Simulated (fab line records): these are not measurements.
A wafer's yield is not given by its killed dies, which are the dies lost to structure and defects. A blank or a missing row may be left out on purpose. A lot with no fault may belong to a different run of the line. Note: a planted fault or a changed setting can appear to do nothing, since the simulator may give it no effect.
Struck lot and sound lot, side by side || flow nandHarc || 14 steps out of a route of 1159
Sound: the wafers L658.1, L658.3, L658.6. The struck wafers were L662.2, L662.3, L662.6. The cause is given at the end.
Order at every step that has rows: each side's tool, ch and its chambers, its first start. Under that, the readings that differ: sound wafers || struck wafers || difference of the means || sigmas: that difference in standard deviations of wafers without a fault.
alike: readings with means less than 2 such deviations apart, plus words and numbers identical on both sides. not compared: withheld readings, readings lacking a value on some wafer, bounds such as >300 that could conceal the same value, and numbers that have no deviation in the record and whose values overlap.
A row with sigmas, a row that says differs or no value, or rows on one side alone: a step with any of these is where the two part. Numbers that don't overlap but have no deviation are shown without sigmas and don't part them. A reading that every wafer of one side lacks parts them only if that side has two wafers or more.

NHARC_P_GATE_RTA_64: time 1 s.
  sound on rtpAnneal-01 ch 0, day 6 12:40; struck on rtpAnneal-02 ch 0, day 7 09:30
{"reading": "lampPowerPct (%)", "sound": "34.5 34.6 34.6", "struck": "36.4 36.4 36.4", "difference": "+1.8", "sigmas": "+2"}
{"reading": "lamp_zone_7_pct (%)", "sound": "35.1 35.0 35.1", "struck": "36.8 36.8 36.9", "difference": "+1.8", "sigmas": "+2"}
  alike: wafer_temp_C_max
then, 1 step without rows for these wafers: NHARC_P_GATE_ETCH_77 (etches SiO2 in dHF, target depth 6 nm).
NHARC_P_GATE_DEGAS_109: time 60 s.
  sound on pvdSputter-03 at day 6 12:58; struck on pvdSputter-03 at day 7 09:46
  alike: heaterPowerW
then, 3 steps without rows for these wafers: NHARC_P_GATE_PRE_CLEAN_110 (time 30 s); NHARC_P_GATE_SPUTTER_78 (material Ni, target thk 10 nm); NHARC_P_GATE_SPUTTER_79 (material TiN, target thk 10 nm).
NHARC_P_GATE_RTA_80: time 30 s.
  sound on rtpAnneal-01 ch 0, day 6 13:16; struck on rtpAnneal-02 ch 0, day 7 10:05
{"reading": "lampPowerPct (%)", "sound": "2.06 2.06 2.06", "struck": "2.17 2.17 2.17", "difference": "+0.11", "sigmas": "+2"}
  alike: lamp_zone_7_pct, wafer_temp_C_max
then, 2 steps without rows for these wafers: NHARC_P_GATE_STRIP_67 (strips in SPM, time 600 s); NHARC_P_GATE_RTA_82 (time 30 s).
NHARC_P_GATE_INSPECT_68:
  sound on defectInspect-02 at day 6 13:55; struck on defectInspect-02 at day 7 10:54
  alike: rawDefectCount
NHARC_P_CONTACT_DEP_30: deposits SiNx, target thk 30 nm.
  sound on pecvd-03 ch 0,1,2, day 6 13:59; struck on pecvd-03 ch 1,2, day 7 10:58
  alike: heaterPowerW
  not compared: sinceWetCleanH
NHARC_P_CONTACT_DEP_00: deposits SiO2, target thk 500 nm.
  sound: pecvd-03 ch 0,1,2; struck: pecvd-03 ch 1,2
  alike: heaterPowerW, throttleValvePct
  not compared: sinceWetCleanH
NHARC_P_CONTACT_CMP_01: polishes SiO2, target thk 200 nm.
  sound on cmp-01 ch 1,3, day 6 14:43; struck on cmp-02 ch 1,2, day 7 11:41
  no value came back on the struck wafers for edgeZonePressureFrac, motorCurrentA (A), slurryFlowMlMin; on the sound wafers edgeZonePressureFrac reads 0.996 1.003 1.005
-- record jumps: 14 days between struck wafers' starts before vs after; left off in module P_CONTACT, resumes in module END, first step shown is number 1159 of the route --
NHARC_END_SORT_01:
  sound on prober-02 ch 0, day 20 07:17; struck on prober-02 ch 0, day 21 12:07
{"reading": "hold", "sound": "- - -", "struck": "awaitDispo/6.9h/scrap awaitDispo/6.9h/scrap awaitDispo/6.9h/scrap", "difference": "no value on the sound wafers", "sigmas": ""}
{"reading": "killedAtPeriphery", "sound": "2 2 5", "struck": "653 652 648", "difference": "+648", "sigmas": "+99 or more"}
{"reading": "killedDies", "sound": "32 38 41", "struck": "677 677 677", "difference": "+640", "sigmas": "+58"}
  alike: killedAtArray, killedAtOther, killedOpen, killedShort

== WHERE THEY PART ==
At NHARC_P_GATE_RTA_64 first; at NHARC_END_SORT_01 last (within this record only).

WHY: whatever the simulator had introduced
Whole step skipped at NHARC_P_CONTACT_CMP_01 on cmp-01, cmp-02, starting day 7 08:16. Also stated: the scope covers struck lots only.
